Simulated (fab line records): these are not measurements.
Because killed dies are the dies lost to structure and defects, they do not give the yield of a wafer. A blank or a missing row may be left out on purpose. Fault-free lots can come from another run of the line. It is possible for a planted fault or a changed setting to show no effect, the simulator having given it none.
Chamber matching | flow nand-harc | NHARC_A_WL_FILL_ETCHBACK_26 on rie-si-05: 4 sister chambers
The step etches the open film in HBr, target depth 52 nm, time 13.3 s. 4 wafers are shown with their chamber, then 9 later ones without.

## EACH WAFER AND ITS CHAMBER
wafer  | chamber | drypump-motor-current-A (A)
L086.4 | 0       | 6.3
L086.6 | 3       | 6.1
L088.4 | 1       | 4.9
L088.6 | 2       | 6.3

## WAFERS MISSING THEIR CHAMBER
wafer  | drypump-motor-current-A (A)
L091.1 | 6.1
L091.2 | 6.3
L091.6 | 6.3
L095.1 | 4.9
L095.3 | 6.1
L095.5 | 6.2
L097.1 | 4.9
L097.4 | 6.4
L097.6 | 6.2

## EACH ONE'S CHAMBER
wafer  | from the rows above          | in truth
L091.1 | 3                            | 3
L091.2 | can't be placed: 0 or 2      | 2
L091.6 | can't be placed: 0 or 2      | 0
L095.1 | 1                            | 1
L095.3 | 3                            | 3
L095.5 | can't be placed: 0 or 2 or 3 | 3
L097.1 | 1                            | 1
L097.4 | can't be placed: 0 or 2      | 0
L097.6 | can't be placed: 0 or 2 or 3 | 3
Correct placement for 4 of the 9. Not placeable from these rows: 5 (in 5, the candidates include the true chamber). 0 placed wrongly.
How it was worked out, from the rows above alone: a wafer's distance from a chamber is the root of the sum, over the readings, of the square of ((its reading less the chamber's mean) divided by the reading's scatter). The wafer belongs to the nearest chamber; if the next one is less than 2 further off, it can't be placed. The mean given for a chamber averages the wafers shown for that chamber. The scatter: with one shown wafer a chamber, the root of the mean of the squares of how far each hidden wafer lies from its nearest shown one.
